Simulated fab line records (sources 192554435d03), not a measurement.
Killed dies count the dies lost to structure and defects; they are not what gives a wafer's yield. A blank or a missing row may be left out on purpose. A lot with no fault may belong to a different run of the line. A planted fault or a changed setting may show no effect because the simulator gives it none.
A lot that was struck, set against a sound lot -- flow n5 finfet -- 37 steps out of a route of 1938
Sound: the wafers L823.3, L823.4, L823.5. Struck: wafer L813.2; the same lot's L813.3 was not struck, so it is left out; see the end for the cause.
Per side, at each step with rows, come the tool, then ch with its chambers, and then its first start. Under that, the readings that differ: sound wafers -- struck wafers -- difference of the means -- sigmas: that difference in standard deviations of wafers without a fault.
alike: readings whose means differ by less than 2 such deviations, and words and numbers that are the same on both sides. not compared: withheld readings, readings that some wafer has no value for, bounds like >300 that may hide the same value, and numbers for which the record gives no deviation and whose values overlap.
A row with sigmas, a row that says differs or no value, or rows on one side alone: a step with any of these is where the two part. When numbers do not overlap yet have no deviation, they are printed without sigmas and do not part them. A reading missing from all wafers of one side parts the sides only when that side holds two or more wafers.

first, 9 steps without rows for these wafers: N5_BEOL_M4_ANNEAL_95 (time 240 s); N5_BEOL_M4_SPUTTER_96 (material Cu, target thk 4.5 nm, time 8.29 s); N5_BEOL_M4_ECD_50 (material Cu, target thk 300 nm); N5_BEOL_M4_ANNEAL_51 (time 90 s); N5_BEOL_M4_CMP_52 (polishes, stops on SiOC, t overpolish 6.8 s, target thk 40 nm); N5_BEOL_M4_PRE_CLEAN_60 (time 15 s); N5_BEOL_M4_CO_CAP_55 (material Co, precursor CCTBA/H2, target thk 2 nm, time 102.1 s); N5_BEOL_M4_PRE_CLEAN_56 (time 15 s); N5_BEOL_M4_DEP_57 (deposits SiCN from 3MS/NH3, target thk 8 nm, time 14 s).
N5_BEOL_M4_RC_MEAS_101:
  sound on prober-01 ch 0, day 13 16:50; struck on prober-02 ch 0, day 11 03:08
  alike: DIBL_N, DIBL_P, IOFF_N, IOFF_P, ION_N, ION_P, SS_N, SS_P, VT_N, VT_P
then, 24 steps without rows for these wafers: N5_BEOL_M5_ILD_DEP_00 (deposits SiCOH lowk from DEMS/porogen, target thk 140.64 nm, time 25.9 s); N5_BEOL_M5_CURE_79 (cures SiCOH lowk, time 240 s); N5_BEOL_M5_PECVD_70 (deposits SiO2 from TEOS/O2, target thk 16 nm, time 18 s); N5_BEOL_M5_HM_DEP_02 (deposits TiN, target thk 20 nm); N5_BEOL_M5_COAT_59 (time 60 s, resist thk 60 nm); N5_BEOL_M5_COAT_60 (time 60 s, resist thk 12 nm); N5_BEOL_M5_COAT_71 (time 60 s, resist thk 5 nm); N5_BEOL_M5_COAT_05 (resist thk 30 nm); N5_BEOL_M5_EBR_07; N5_BEOL_M5_SOFTBAKE_06 (time 60 s); N5_BEOL_M5_EXPOSE_08 (exposes mask M5, target cd 28 nm); N5_BEOL_M5_PEB_09 (peb time 60 s); N5_BEOL_M5_DEVELOP_10 (develop time 30 s); N5_BEOL_M5_DESCUM_16 (chemistry O2, time 7 s); N5_BEOL_M5_ETCH_72 (etches underlayer in N2/H2, target depth 6.5 nm, time 5.2 s); N5_BEOL_M5_ETCH_61 (etches SiARC in CF4, target depth 15.6 nm, time 26 s); N5_BEOL_M5_ETCH_62 (etches SOC in N2/H2, target depth 75 nm, overetch 15 nm, time 112.5 s); N5_BEOL_M5_STRIP_63 (strips in N2/H2); N5_BEOL_M5_STRIP_73 (strips in N2/H2); N5_BEOL_M5_STRIP_64 (strips in CF4); N5_BEOL_M5_HM_OPEN_17 (chemistry Cl2/BCl3, target TiN, target depth 20 nm, overetch 6 nm); N5_BEOL_M5_STRIP_19 (strips in O2); N5_BEOL_M5_COAT_65 (time 60 s, resist thk 60 nm); N5_BEOL_M5_COAT_66 (time 60 s, resist thk 12 nm).
-- record jumps: 2 days separate the struck wafers' starts on either side; left off in module BEOL_M5, taken up again in module BEOL_M10, whose first shown step is the route's number 1524 --
N5_BEOL_M10_ALD_74: deposits TaN, target thk 2 nm, pulse time 2 s, purge time 3 s.
  sound on ald metal-03 ch 0,1, day 15 19:46; struck on ald metal-01 ch 1, day 13 05:44
reading,sound,struck,difference,sigmas
ald cycles,40 40 40,18,-22,
heater power w (W),449 386 405,506,+93,+3
model.TaN_of_BEOL_M10_ALD_74.thk nm (nm),2 2 2,1,-1,
  alike: precursor vessel pressure torr, precursor vessel temp c
N5_BEOL_M15_RC_MEAS_101:
  sound on prober-02 ch 0, day 17 07:14; struck on prober-01 ch 0, day 14 16:43
reading,sound,struck,difference,sigmas
COMB_M10 (S/m),1.3e-11 1.5e-11 1.6e-11,1.69e-10,+1.54e-10,+44
COMB_M10_max_site (S/m),2e-11 1.9e-11 2.6e-11,2.41e-10,+2.19e-10,+40
  alike: COMB_M11, COMB_M12, COMB_M13, COMB_M14, COMB_M15, COMB_M15_max_site, COMB_M5, COMB_M6, COMB_M6_max_site, COMB_M7, COMB_M8, COMB_M9, SERP_M10, SERP_M11, SERP_M12, SERP_M13, SERP_M14, SERP_M5, SERP_M6, SERP_M7, SERP_M8, SERP_M8_max_site, SERP_M9, SERP_M9_max_site
N5_PASSIVATION_PROBE_49:
  only the struck wafers here have rows in the record (prober-02, day 15 09:55); the sound ones have none

## WHERE THEY PART
Earliest at N5_BEOL_M10_ALD_74; latest, in this record, at N5_PASSIVATION_PROBE_49.

WHY: whatever the simulator had introduced
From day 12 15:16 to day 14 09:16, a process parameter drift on ald metal-01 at N5_BEOL_M10_ALD_74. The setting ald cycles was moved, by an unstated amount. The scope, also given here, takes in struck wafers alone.
